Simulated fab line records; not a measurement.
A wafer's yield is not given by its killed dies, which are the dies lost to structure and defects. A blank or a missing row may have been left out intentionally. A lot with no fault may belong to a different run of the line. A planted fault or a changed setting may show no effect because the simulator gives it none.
fab line records | flow nandHarc
record lots=7 | wafers=21 | lastDay=33
route steps=1302 shown A_WL_FILL@965 END@1302
lots with no fault: from the same line, run without faults
startH: start of the lot's first displayed wafer, in hours after the record's first day | waitH: hours from the lot's prior step to this one | " unchanged from the row above | L1.1+2: a row that stands for several wafers | - value missing, or start not given | * or withheld: withheld | < > ~ a bound
route shown NAME@n: names a module that has steps shown in the file, with the first one's number in the route | usual: the fault-free wafers' mean and standard deviation | same: alike in all rows | chamber/n: place in a boat | sites: per-site readings | _std_site: standard deviation of those values | _edge_site: mean of outer sites minus mean of inner sites | radiusMm: how far each site lies from the wafer's centre | mask NAME#n: copy n | behind: the most recent tool/chamber to have shaped the wafer | hold: cause of the lot's hold/its duration in hours/its outcome | device: whichever transistor did not switch (one of n, p or np) | end of line: at the end of the route, the tests of the same wafers | where a step has no rows: the recipe by itself | killed: not the wafer's yield, but the dies lost to structure and defects at the first sort | map: per-die view of a wafer (x killed, . not killed, _ where there is no die)
set.NAME: the setting the step ran with; set.NAME@STEP: the setting that earlier step ran with | model.NAME: the simulator's own value behind a step, which no gauge read
lots at selected steps of the route; one table per step, one row per wafer
services: from which hour (startH, from the record's first day; less than 0 if before it) a tool's chamber was out of use, for how many hours, and why
## steps
# step NHARC_A_WL_FILL_ALD_10
# recipe targetThkA=500 | pulseTimeS=10 | aldCycles=500 | tempC=300 | material=SiO2
# usual heaterPowerW=484/74 | precursorPulseHeightRel=1.000/0.02
lot.wafer | tool     | chamber | startH | waitH | heaterPowerW | precursorPulseHeightRel
L703.4    | aldHk-03 | 3       | 487.49 | 0.0   | 420          | 0.994
L703.1    | "        | 0       | "      | "     | 420          | 1.007
L703.3    | "        | 1       | "      | "     | 514          | 1.012
L705.1    | aldHk-04 | 0       | 512.13 | 1.1   | 569          | 1.020
L705.2    | "        | 1       | "      | "     | 476          | 1.010
L705.5    | "        | 2       | "      | "     | 460          | 0.991
L710.1    | aldHk-01 | 1       | 572.15 | 1.1   | 451          | 1.038
L710.3    | "        | 2       | "      | "     | 441          | 1.016
L710.6    | "        | 3       | "      | "     | 405          | 1.006
L717.4    | aldHk-03 | 1       | 659.98 | 3.2   | 532          | 1.005
L717.1    | "        | 3       | 661.00 | 4.2   | 389          | 1.043
L717.5    | "        | 0       | "      | "     | 443          | 0.990
L718.4    | aldHk-04 | 0       | 666.60 | 0.6   | 603          | 1.005
L718.6    | "        | 3       | 668.16 | 2.1   | 498          | 0.995
L718.5    | "        | 0       | "      | "     | 622          | 1.014
L719.3    | aldHk-03 | 2       | 667.09 | 1.1   | 473          | 1.016
L719.2    | "        | 3       | 668.11 | 2.1   | 402          | 1.002
L719.1    | "        | 0       | 669.12 | 3.1   | 446          | 1.011
L724.4    | aldHk-03 | 3       | 697.18 | 0.6   | 405          | 0.993
L724.3    | "        | 0       | "      | "     | 437          | 0.952
L724.6    | "        | 2       | 698.70 | 2.1   | 467          | 0.986
# step NHARC_A_WL_FILL_ETCHBACK_16
# recipe targetDepthA=1200 | timeS=24 | c4f8FlowSccm=withheld | o2FlowSccm=8 | arFlowSccm=withheld | rfW=600 | biasW=800 | chemistry=C4F8/O2/Ar
# usual oesProductAu=0.98/0.03 | rfVppV=724/5
lot.wafer | tool       | chamber | startH | waitH | oesProductAu | rfHoursCounterH | rfVppV
L703.3    | rieDiel-13 | 2       | -      | -     | 1.01         | 2.7             | 724
L703.4    | "          | 3       | "      | "     | 0.98         | 3.4             | 715
L703.1    | "          | 0       | "      | "     | 0.98         | 3.6             | 721
L705.2    | rieDiel-10 | 0       | -      | -     | 1.00         | 4.3             | 729
L705.1    | "          | 2       | "      | "     | 0.99         | 4.5             | 723
L705.5    | "          | 3       | "      | "     | 0.99         | -               | 730
L710.1    | rieDiel-10 | 0       | -      | -     | 0.91         | 8.6             | 730
L710.3    | "          | 1       | "      | "     | 0.89         | 8.5             | 721
L710.6    | "          | 3       | "      | "     | 0.92         | -               | 730
L717.4    | rieDiel-12 | 2       | -      | -     | 0.98         | 0.8             | 729
L717.1    | "          | 0       | "      | "     | 0.97         | 0.7             | 728
L717.5    | "          | 3       | "      | "     | 0.96         | -               | 730
L718.4    | rieDiel-13 | 3       | -      | -     | 0.99         | 3.6             | 716
L718.5    | "          | 2       | "      | "     | 0.99         | -               | 723
L718.6    | "          | 3       | "      | "     | 1.00         | -               | 717
L719.2    | rieDiel-10 | 2       | -      | -     | 0.99         | 4.2             | 723
L719.1    | "          | 3       | "      | "     | 0.98         | 4.4             | 730
L719.3    | "          | 1       | "      | "     | 0.99         | 3.8             | 720
L724.3    | rieDiel-10 | 0       | -      | -     | 0.99         | 5.7             | 730
L724.4    | "          | 3       | "      | "     | 1.00         | -               | 730
L724.6    | "          | 0       | "      | "     | 0.99         | -               | 730
# step NHARC_A_WL_FILL_STRIP_29
# recipe timeS=20 | o2FlowSccm=500 | arFlowSccm=0 | biasW=0 | chemistry=O2
# usual drypumpMotorCurrentA=5.7/0.43 | oesProductAu=0.996/0.012 | rfVppV=57.9/0.98 | showerheadPlenumPTorr=3.55/0.16 | throttleValvePct=17.036/0.0099
lot.wafer | tool       | chamber | startH | waitH | drypumpMotorCurrentA | oesProductAu | rfHoursCounterH | rfVppV | showerheadPlenumPTorr | throttleValvePct
L703.4    | rieDiel-13 | 1       | 492.21 | 0.1   | 5.1                  | 1.013        | 3.5             | 56.9   | 3.31                  | 17.031
L703.1    | "          | 2       | "      | "     | 6.7                  | 1.012        | 2.8             | 58.3   | 3.52                  | 17.041
L703.3    | "          | 0       | "      | "     | 6.1                  | 0.998        | 3.6             | 58.8   | 3.41                  | 17.044
L705.1    | rieDiel-10 | 1       | 515.89 | 0.1   | 5.6                  | 0.982        | 4.7             | 59.3   | 3.46                  | 17.046
L705.2    | "          | 2       | "      | "     | 5.7                  | 0.985        | 4.5             | 57.7   | 3.52                  | 17.025
L705.5    | "          | 0       | "      | "     | 5.7                  | 0.993        | -               | 57.9   | 3.74                  | 17.032
L710.1    | rieDiel-10 | 0       | 575.86 | 0.1   | 5.8                  | 0.998        | 8.6             | 57.4   | 3.74                  | 17.029
L710.3    | "          | 2       | "      | "     | 5.7                  | 0.997        | 8.4             | 58.0   | 3.51                  | 17.031
L710.6    | "          | 3       | "      | "     | 5.4                  | 1.004        | -               | 57.6   | 3.76                  | 17.037
L717.4    | rieDiel-12 | 1       | 664.20 | 0.1   | 5.6                  | 1.001        | 0.6             | 59.4   | 3.37                  | 17.037
L717.1    | "          | 3       | "      | "     | 5.7                  | 0.981        | 0.9             | 59.1   | 3.75                  | 17.034
L717.5    | "          | 0       | "      | "     | 6.2                  | 0.987        | -               | 57.8   | 3.69                  | 17.041
L718.4    | rieDiel-13 | 0       | 670.85 | 0.1   | 6.1                  | 0.975        | 4.4             | 57.6   | 3.40                  | 17.038
L718.5    | "          | 1       | "      | "     | 5.0                  | 1.019        | -               | 55.3   | 3.31                  | 17.036
L718.6    | "          | 2       | "      | "     | 6.7                  | 1.006        | -               | 57.5   | 3.52                  | 17.050
L719.2    | rieDiel-10 | 2       | 673.82 | 0.1   | 5.7                  | 0.981        | 4.2             | 56.3   | 3.51                  | 17.042
L719.3    | "          | 3       | "      | "     | 5.4                  | 0.981        | 4.4             | 58.4   | 3.75                  | 17.037
L719.1    | "          | 0       | "      | "     | 5.8                  | 0.985        | 4.0             | 58.8   | 3.73                  | 17.045
L724.3    | rieDiel-10 | 3       | 701.39 | 0.1   | 5.4                  | 0.987        | 6.2             | 57.7   | 3.75                  | 17.022
L724.4    | "          | 3       | "      | "     | 5.4                  | 0.998        | -               | 56.2   | 3.75                  | 17.065
L724.6    | "          | 0       | "      | "     | 5.7                  | 1.000        | -               | 57.7   | 3.73                  | 17.031
# step NHARC_A_WL_FILL_ETCHBACK_17
# recipe targetDepthA=40 | timeS=26.7 | chemistry=Cl2/BCl3
# step NHARC_A_WL_FILL_PRECLEAN_18
# recipe timeS=30 | chemistry=dHF
# step NHARC_A_WL_FILL_SRD_21
# step NHARC_A_WL_FILL_CVD_23
# recipe targetThkA=400 | tempC=620 | pressureMtorr=200 | timeS=800 | material=poly-Si
# step NHARC_A_WL_FILL_ETCHBACK_26
# recipe targetDepthA=520 | timeS=13.3 | hbrFlowSccm=150 | rfW=350 | icpW=350 | biasW=60 | chemistry=HBr
# usual drypumpMotorCurrentA=5.6/0.33 | hbrFlowSccm=150.0/0.44 | oesProductAu=1.000/0.014 | throttleValvePct=23.266/0.0087
lot.wafer | tool     | chamber | startH | waitH | drypumpMotorCurrentA | hbrFlowSccm | oesProductAu | rfHoursCounterH | throttleValvePct
L703.1    | rieSi-06 | 1       | 497.40 | 0.4   | 5.2                  | 150.1       | 1.013        | 0.5             | 23.279
L703.4    | "        | 2       | "      | "     | 5.7                  | 149.4       | 0.985        | 0.5             | 23.267
L703.3    | "        | 3       | "      | "     | 5.7                  | 149.5       | 0.985        | 0.4             | 23.269
L705.2    | rieSi-06 | 3       | 521.10 | 0.4   | 5.7                  | 150.0       | 0.997        | 0.5             | 23.266
L705.1    | "        | 1       | "      | "     | 5.2                  | 149.9       | 1.007        | 0.6             | 23.276
L705.5    | "        | 3       | "      | "     | 5.7                  | 149.7       | 0.986        | -               | 23.278
L710.1    | rieSi-06 | 1       | 581.16 | 0.4   | 5.2                  | 149.8       | 1.011        | 1.1             | 23.268
L710.3    | "        | 2       | "      | "     | 5.6                  | 150.0       | 0.973        | 1.0             | 23.253
L710.6    | "        | 2       | "      | "     | 5.6                  | 149.6       | 0.958        | -               | 23.272
L717.4    | rieSi-06 | 2       | 669.51 | 0.4   | 5.6                  | 150.7       | 1.001        | 0.3             | 23.277
L717.1    | "        | 3       | "      | "     | 5.7                  | 150.9       | 0.998        | 0.3             | 23.264
L717.5    | "        | 2       | "      | "     | 5.6                  | 149.8       | 1.004        | -               | 23.271
L718.4    | rieSi-04 | 3       | 676.08 | 0.4   | 5.8                  | 149.9       | 0.994        | 1.0             | 23.263
L718.6    | "        | 3       | "      | "     | 5.8                  | 149.6       | 0.994        | -               | 23.280
L718.5    | "        | 0       | "      | "     | 5.8                  | 149.9       | 0.980        | -               | 23.263
L719.1    | rieSi-06 | 2       | 679.23 | 0.4   | 5.6                  | 149.3       | 1.003        | 0.4             | 23.258
L719.2    | "        | 3       | "      | "     | 5.7                  | 149.5       | 1.000        | 0.4             | 23.272
L719.3    | "        | 0       | "      | "     | 5.9                  | 150.8       | 1.002        | 0.4             | 23.265
L724.4    | rieSi-04 | 1       | 706.71 | 0.4   | 5.8                  | 149.7       | 1.036        | 0               | 23.275
L724.3    | "        | 3       | "      | "     | 5.8                  | 150.0       | 1.017        | 0               | 23.259
L724.6    | "        | 0       | "      | "     | 5.8                  | 150.8       | 0.995        | -               | 23.273
# step NHARC_A_WL_FILL_PRECLEAN_30
# recipe timeS=10 | chemistry=dHF
# step NHARC_A_WL_FILL_SRD_14
# step NHARC_A_WL_FILL_ALD_19
# recipe targetThkA=20 | pulseTimeS=3 | aldCycles=100 | tempC=450 | material=TiN
# usual heaterPowerW=1128/110 | precursorPulseHeightRel=1.005/0.02
lot.wafer | tool        | chamber | startH | waitH | heaterPowerW | precursorPulseHeightRel
L703.4    | aldMetal-04 | 3       | 497.65 | 0.1   | 1140         | 1.017
L703.3    | "           | 0       | "      | "     | 1177         | 1.002
L703.1    | "           | 1       | "      | "     | 1119         | 1.040
L705.2    | aldMetal-04 | 0       | 521.36 | 0.1   | 1192         | 0.992
L705.1    | "           | 3       | "      | "     | 1142         | 0.995
L705.5    | "           | 0       | "      | "     | 1160         | 0.997
L710.3    | aldMetal-01 | 1       | 581.42 | 0.1   | 1205         | 0.998
L710.1    | "           | 3       | "      | "     | 1047         | 1.021
L710.6    | "           | 3       | "      | "     | 1015         | 1.027
L717.4    | aldMetal-03 | 3       | 669.79 | 0.1   | 1144         | 1.009
L717.1    | "           | 0       | "      | "     | 1176         | 0.999
L717.5    | "           | 3       | "      | "     | 1170         | 1.015
L718.4    | aldMetal-01 | 0       | 676.41 | 0.2   | 1140         | 0.992
L718.5    | "           | 1       | "      | "     | 1254         | 0.991
L718.6    | "           | 2       | "      | "     | 1237         | 0.990
L719.2    | aldMetal-03 | 0       | 679.51 | 0.1   | 1151         | 1.030
L719.3    | "           | 1       | "      | "     | 1303         | 1.005
L719.1    | "           | 3       | "      | "     | 1138         | 0.989
L724.4    | aldMetal-04 | 1       | 706.96 | 0.1   | 1083         | 0.979
L724.3    | "           | 2       | "      | "     | 971          | 1.032
L724.6    | "           | 1       | "      | "     | 1109         | 1.011
# step NHARC_A_WL_FILL_CVD_20
# recipe targetThkA=1000 | tempC=400 | pressureTorr=40 | wf6FlowSccm=40 | h2FlowSccm=1600 | arFlowSccm=1560 | timeS=74 | material=W
# usual chamberPressureTorr=39.99/0.09 | heaterPowerOuterW=483/45 | heaterPowerW=773/52 | throttleValvePct=7.81/0.17
lot.wafer | tool    | chamber | startH | waitH | chamberPressureTorr | heaterPowerOuterW | heaterPowerW | throttleValvePct
L703.1    | cvdW-01 | 0       | 497.85 | -     | 39.98               | 418               | 702          | 7.69
L703.4    | "       | 0       | "      | "     | 40.04               | 419               | 707          | 7.78
L703.3    | "       | 1       | "      | "     | 40.06               | 512               | 776          | 7.65
L705.1    | cvdW-02 | 0       | 521.56 | -     | 39.90               | 494               | 781          | 7.87
L705.2    | "       | 1       | "      | "     | 40.05               | 477               | 797          | 7.95
L705.5    | "       | 1       | "      | "     | 39.92               | 476               | 813          | 7.98
L710.1    | cvdW-02 | 0       | 581.69 | -     | 40.07               | 503               | 815          | 7.83
L710.3    | "       | 1       | "      | "     | 39.91               | 484               | 795          | 7.70
L710.6    | "       | 0       | "      | "     | 39.92               | 511               | 792          | 8.07
L717.1    | cvdW-01 | 1       | 670.00 | -     | -                   | -                 | -            | -
L717.4    | "       | 1       | "      | "     | -                   | -                 | -            | -
L717.5    | "       | 1       | "      | "     | -                   | -                 | -            | -
L718.4    | cvdW-02 | 1       | 676.86 | -     | -                   | -                 | -            | -
L718.6    | "       | 0       | "      | "     | -                   | -                 | -            | -
L718.5    | "       | 1       | "      | "     | -                   | -                 | -            | -
L719.2    | cvdW-01 | 0       | 679.75 | -     | -                   | -                 | -            | -
L719.1    | "       | 1       | "      | "     | -                   | -                 | -            | -
L719.3    | "       | 0       | "      | "     | -                   | -                 | -            | -
L724.3    | cvdW-01 | 1       | 707.21 | -     | 40.11               | 531               | 813          | 8.29
L724.4    | "       | 0       | "      | "     | 39.79               | 405               | 681          | 7.90
L724.6    | "       | 0       | "      | "     | 40.02               | 399               | 688          | 8.02
# step NHARC_A_WL_FILL_CMP_12
# recipe tOverpolishS=30 | targetThkNm=100
# usual motorCurrentA=12.3/1.3 | overpolishRunS=29.999/0.0093 | timeToEndpointS=21.0/2.9
lot.wafer | tool   | chamber | startH | waitH | motorCurrentA | overpolishRunS | timeToEndpointS
L703.4    | cmp-02 | 0       | 498.03 | 0.1   | 11.1          | 29.999         | 19.6
L703.3    | "      | 1       | "      | "     | 13.8          | 30.001         | 25.2
L703.1    | "      | 3       | "      | "     | 11.8          | 30.001         | 18.6
L705.2    | cmp-04 | 0       | 521.73 | 0.1   | 10.4          | 29.995         | 20.2
L705.1    | "      | 1       | "      | "     | 13.7          | 29.987         | 27.0
L705.5    | "      | 0       | "      | "     | 10.3          | 30.006         | 17.7
L710.1    | cmp-04 | 0       | 581.87 | 0.2   | 10.5          | 30.005         | 23.5
L710.3    | "      | 2       | "      | "     | 13.1          | 29.993         | 21.9
L710.6    | "      | 3       | "      | "     | 13.4          | 30.004         | 24.4
L717.1    | cmp-02 | 1       | 670.18 | 0.2   | 13.6          | 30.006         | 0.1
L717.4    | "      | 3       | "      | "     | 12.5          | 30.010         | 1.3
L717.5    | "      | 0       | "      | "     | 11.0          | 30.000         | 0.0
L718.4    | cmp-03 | 2       | 676.97 | 0.1   | 13.4          | 29.988         | 0.0
L718.6    | "      | 2       | "      | "     | 13.7          | 29.987         | 2.3
L718.5    | "      | 3       | "      | "     | 11.5          | 30.017         | 1.1
L719.3    | cmp-02 | 0       | 679.93 | 0.1   | 11.2          | 29.991         | 0.0
L719.1    | "      | 2       | "      | "     | 10.5          | 30.012         | 0.6
L719.2    | "      | 3       | "      | "     | 12.0          | 30.006         | 1.9
L724.4    | cmp-04 | 2       | 707.37 | 0.1   | 13.8          | 29.985         | 20.0
L724.3    | "      | 3       | "      | "     | 14.0          | 29.988         | 19.7
L724.6    | "      | 1       | "      | "     | 12.6          | 29.981         | 24.3
# step NHARC_END_SORT_01
# recipe tempC=25
# usual killedAtArray=61/24 | killedAtOther=1.2/1.3 | killedAtPeriphery=3.7/2.6 | killedDies=66/23 | killedOpen=3.3/1.8 | killedShort=2.4/1.6
# same grossDies=677
lot.wafer | tool      | chamber | startH | waitH | killedAtArray | killedAtOther | killedAtPeriphery | killedDies | killedOpen | killedShort
L703.1    | prober-01 | 0       | 582.22 | 2.5   | 39            | 0             | 6                 | 45         | 6          | 0
L703.3    | prober-01 | 0       | 583.82 | 3.1   | 43            | 1             | 8                 | 52         | 7          | 3
L703.4    | prober-01 | 0       | 584.62 | 3.4   | 49            | 0             | 7                 | 56         | 6          | 4
L717.1    | prober-02 | 0       | 749.99 | 2.5   | 675           | 0             | 2                 | 677        | 2          | 2
L717.4    | prober-02 | 0       | 752.45 | 3.4   | 674           | 1             | 2                 | 677        | 3          | 4
L717.5    | prober-02 | 0       | 753.26 | 3.8   | 671           | 1             | 5                 | 677        | 2          | 2
L718.4    | prober-01 | 0       | 763.88 | 3.4   | 670           | 1             | 6                 | 677        | 5          | 0
L718.5    | prober-01 | 0       | 764.68 | 3.7   | 669           | 3             | 5                 | 677        | 4          | 4
L718.6    | prober-01 | 0       | 765.48 | 4.0   | 674           | 0             | 3                 | 677        | 0          | 0
L719.1    | prober-01 | 0       | 769.30 | 2.5   | 668           | 2             | 7                 | 677        | 4          | 1
L719.2    | prober-01 | 0       | 770.11 | 2.8   | 676           | 0             | 1                 | 677        | 4          | 0
L719.3    | prober-01 | 0       | 770.91 | 3.1   | 676           | 0             | 1                 | 677        | 3          | 1
# killed by level:class
L703.1 A_SLIT:chamberFilmFlake=22 A_CHANNEL_HOLE_D2:chamberFilmFlake=8 A_CONTACT:chamberFilmFlake=4 P_GATE:chamberFilmFlake=2 P_STI:geometricParticle:open=1 P_GATE:geometricParticle:open=1 P_M0:geometricParticle:open=1 A_DECK1_JOINT:geometricParticle:open=1
L703.3 A_SLIT:chamberFilmFlake=22 P_GATE:chamberFilmFlake=6 A_CHANNEL_HOLE_D2:chamberFilmFlake=6 A_CONTACT:chamberFilmFlake=4 A_M0:geometricParticle:open=2 A_CHANNEL_HOLE_D1:chamberFilmFlake=2 P_CONTACT:geometricParticle:open=1 A_ONON_D1:geometricParticle:open=1
L703.4 A_SLIT:chamberFilmFlake=28 A_CHANNEL_HOLE_D2:chamberFilmFlake=5 P_GATE:chamberFilmFlake=4 A_STAIRCASE:chamberFilmFlake=3 P_M1:chamberFilmFlake=2 P_GATE:geometricParticle:open=1 A_ONON_D1:geometricParticle:open=1 A_ONON_D1:geometricParticle:short=1
L717.1 A_WL_FILL:areaCvd=608 A_CHANNEL_HOLE_D2:chamberFilmFlake=29 A_CHANNEL_HOLE_D1:chamberFilmFlake=26 A_STAIRCASE:chamberFilmFlake=3 P_M2:chamberFilmFlake=2 A_SLIT:chamberFilmFlake=2 A_CONTACT:chamberFilmFlake=2 A_ONON_D2:geometricParticle:open=1
L717.4 A_WL_FILL:areaCvd=601 A_CHANNEL_HOLE_D1:chamberFilmFlake=34 A_CHANNEL_HOLE_D2:chamberFilmFlake=25 A_CONTACT:chamberFilmFlake=4 A_STAIRCASE:chamberFilmFlake=2 P_GATE:geometricParticle:open=1 A_ONON_D2:geometricParticle:short=1 A_ONON_D2:geometricParticle:open=1
L717.5 A_WL_FILL:areaCvd=601 A_CHANNEL_HOLE_D2:chamberFilmFlake=35 A_CHANNEL_HOLE_D1:chamberFilmFlake=27 A_CONTACT:chamberFilmFlake=2 P_M2:chamberFilmFlake=2 P_CONTACT:geometricParticle:short=1 A_DECK1_JOINT:geometricParticle:open=1 A_SGD_CUT:geometricParticle:short=1
L718.4 A_WL_FILL:areaCvd=611 A_SLIT:chamberFilmFlake=35 A_CHANNEL_HOLE_D1:chamberFilmFlake=16 A_DECK1_JOINT:chamberFilmFlake=3 P_GATE:geometricParticle:open=2 P_M2:chamberFilmFlake=2 A_CONTACT:chamberFilmFlake=2 P_M1:geometricParticle:open=1
L718.5 A_WL_FILL:areaCvd=610 A_SLIT:chamberFilmFlake=36 A_CHANNEL_HOLE_D1:chamberFilmFlake=12 P_M2:chamberFilmFlake=3 A_CONTACT:chamberFilmFlake=3 THIN_TSV:chamberFilmFlake=3 A_M0:geometricParticle:short=2 P_STI:geometricParticle:short=1
L718.6 A_WL_FILL:areaCvd=636 A_SLIT:chamberFilmFlake=30 A_CHANNEL_HOLE_D1:chamberFilmFlake=6 P_M2:chamberFilmFlake=2 P_STI:chamberFilmFlake=1 A_STAIRCASE:chamberFilmFlake=1 A_CONTACT:chamberFilmFlake=1
L719.1 A_WL_FILL:areaCvd=604 A_CHANNEL_HOLE_D1:chamberFilmFlake=29 A_CHANNEL_HOLE_D2:chamberFilmFlake=21 P_GATE:chamberFilmFlake=5 A_SLIT:chamberFilmFlake=4 A_CONTACT:chamberFilmFlake=4 A_STAIRCASE:chamberFilmFlake=2 THIN_TSV:chamberFilmFlake=2
L719.2 A_WL_FILL:areaCvd=603 A_CHANNEL_HOLE_D1:chamberFilmFlake=29 A_CHANNEL_HOLE_D2:chamberFilmFlake=21 A_CONTACT:chamberFilmFlake=11 A_SLIT:chamberFilmFlake=5 A_CHANNEL_FILL_D1:geometricParticle:open=2 A_STAIRCASE:chamberFilmFlake=2 A_CHANNEL_HOLE_D2:geometricParticle:open=1
L719.3 A_WL_FILL:areaCvd=602 A_CHANNEL_HOLE_D2:chamberFilmFlake=29 A_CHANNEL_HOLE_D1:chamberFilmFlake=27 A_SLIT:chamberFilmFlake=7 A_CONTACT:chamberFilmFlake=7 A_CHANNEL_FILL_D1:geometricParticle:open=2 P_CONTACT:geometricParticle:open=1 A_M0:geometricParticle:short=1
# map L717.1 (x killed, . not)
____________x____________
_________xxxxxxx_________
_______xxxxxxxxxxx_______
______xxxxxxxxxxxxx______
_____xxxxxxxxxxxxxxx_____
____xxxxxxxxxxxxxxxxx____
____xxxxxxxxxxxxxxxxx____
___xxxxxxxxxxxxxxxxxxx___
___xxxxxxxxxxxxxxxxxxx___
__xxxxxxxxxxxxxxxxxxxxx__
__xxxxxxxxxxxxxxxxxxxxx__
_xxxxxxxxxxxxxxxxxxxxxxx_
_xxxxxxxxxxxxxxxxxxxxxxx_
_xxxxxxxxxxxxxxxxxxxxxxx_
_xxxxxxxxxxxxxxxxxxxxxxx_
_xxxxxxxxxxxxxxxxxxxxxxx_
xxxxxxxxxxxxxxxxxxxxxxxxx
xxxxxxxxxxxxxxxxxxxxxxxxx
xxxxxxxxxxxxxxxxxxxxxxxxx
xxxxxxxxxxxxxxxxxxxxxxxxx
xxxxxxxxxxxxxxxxxxxxxxxxx
_xxxxxxxxxxxxxxxxxxxxxxx_
_xxxxxxxxxxxxxxxxxxxxxxx_
_xxxxxxxxxxxxxxxxxxxxxxx_
_xxxxxxxxxxxxxxxxxxxxxxx_
_xxxxxxxxxxxxxxxxxxxxxxx_
__xxxxxxxxxxxxxxxxxxxxx__
__xxxxxxxxxxxxxxxxxxxxx__
___xxxxxxxxxxxxxxxxxxx___
___xxxxxxxxxxxxxxxxxxx___
____xxxxxxxxxxxxxxxxx____
____xxxxxxxxxxxxxxxxx____
_____xxxxxxxxxxxxxxx_____
______xxxxxxxxxxxxx______
_______xxxxxxxxxxx_______
_________xxxxxxx_________
____________x____________
# map L718.4 (x killed, . not)
____________x____________
_________xxxxxxx_________
_______xxxxxxxxxxx_______
______xxxxxxxxxxxxx______
_____xxxxxxxxxxxxxxx_____
____xxxxxxxxxxxxxxxxx____
____xxxxxxxxxxxxxxxxx____
___xxxxxxxxxxxxxxxxxxx___
___xxxxxxxxxxxxxxxxxxx___
__xxxxxxxxxxxxxxxxxxxxx__
__xxxxxxxxxxxxxxxxxxxxx__
_xxxxxxxxxxxxxxxxxxxxxxx_
_xxxxxxxxxxxxxxxxxxxxxxx_
_xxxxxxxxxxxxxxxxxxxxxxx_
_xxxxxxxxxxxxxxxxxxxxxxx_
_xxxxxxxxxxxxxxxxxxxxxxx_
xxxxxxxxxxxxxxxxxxxxxxxxx
xxxxxxxxxxxxxxxxxxxxxxxxx
xxxxxxxxxxxxxxxxxxxxxxxxx
xxxxxxxxxxxxxxxxxxxxxxxxx
xxxxxxxxxxxxxxxxxxxxxxxxx
_xxxxxxxxxxxxxxxxxxxxxxx_
_xxxxxxxxxxxxxxxxxxxxxxx_
_xxxxxxxxxxxxxxxxxxxxxxx_
_xxxxxxxxxxxxxxxxxxxxxxx_
_xxxxxxxxxxxxxxxxxxxxxxx_
__xxxxxxxxxxxxxxxxxxxxx__
__xxxxxxxxxxxxxxxxxxxxx__
___xxxxxxxxxxxxxxxxxxx___
___xxxxxxxxxxxxxxxxxxx___
____xxxxxxxxxxxxxxxxx____
____xxxxxxxxxxxxxxxxx____
_____xxxxxxxxxxxxxxx_____
______xxxxxxxxxxxxx______
_______xxxxxxxxxxx_______
_________xxxxxxx_________
____________x____________
## services
tool        | chamber | startH | hours | kind
aldMetal-04 | -       | 474.00 | 10.0  | pm
rieDiel-10  | 3       | 474.68 | 4.6   | repair
cmp-02      | -       | 482.28 | 1.7   | repair
rieDiel-10  | 0       | 493.24 | 15.1  | repair
cmp-04      | -       | 505.45 | 4.0   | pm
cmp-02      | -       | 510.04 | 1.9   | repair
cmp-04      | -       | 515.74 | 2.9   | repair
rieDiel-13  | -       | 519.01 | 9.0   | pm
cmp-02      | -       | 537.81 | 4.0   | pm
cmp-04      | -       | 539.49 | 1.9   | repair
cvdW-01     | -       | 547.00 | 13.0  | pm
rieDiel-13  | 3       | 548.72 | 13.0  | repair
aldMetal-04 | -       | 551.82 | 0.7   | repair
cvdW-02     | 0       | 559.47 | 2.9   | repair
rieSi-06    | 0       | 560.25 | 8.3   | repair
cmp-02      | -       | 563.69 | 1.4   | repair
aldHk-03    | -       | 572.35 | 10.0  | pm
rieDiel-10  | -       | 596.63 | 9.0   | pm
cvdW-01     | 0       | 598.93 | 8.2   | repair
rieSi-06    | -       | 603.00 | 9.0   | pm
rieDiel-10  | 3       | 633.01 | 2.6   | repair
rieDiel-13  | 2       | 686.91 | 15.5  | repair
rieDiel-13  | -       | 696.01 | 9.0   | pm
rieDiel-10  | 2       | 700.52 | 35.5  | repair
## key
firstSign step=NHARC_A_WL_FILL_CVD_20 | reading=toolRecord | direction=missing
effect step=NHARC_A_WL_FILL_CMP_12 | reading=timeToEndpointS | direction=down | sigmas=6.9 | usual=* | struck=*
effect step=NHARC_END_SORT_01 | reading=killedDies | direction=up | sigmas=27 | usual=66 | struck=677
moreKillsBornAt NHARC_A_WL_FILL_CVD_20@cvdW-01=3618 | NHARC_A_WL_FILL_CVD_20@cvdW-02=1857
metAt NHARC_A_WL_FILL_CVD_20
struckWafers L717.1,L717.4,L717.5,L718.4,L718.5,L718.6,L719.1,L719.2,L719.3
laterRowsLeftOut L717.1,L717.4,L717.5,L718.4,L718.5,L718.6,L719.1,L719.2,L719.3
testerLeftOut L717,L718,L719
onsetBetween 581.69 670.00
fault kind=skippedStepWhole | tool=cvdW-01,cvdW-02 | chamber=- | onsetH=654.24 | steps=NHARC_A_WL_FILL_CVD_20 | scope=struckLotsOnly
# testerLeftOut: of these lots the tester's yield and bins aren't shown, on N5 and GAA mostly nor the transistor test; their killed dies are dies lost to structure and defects alone, not to doping, threshold or leakage, so they don't give the yield
# laterRowsLeftOut: the simulator's readings of these wafers behind a module that went badly wrong aren't trusted and aren't shown, but for the sort
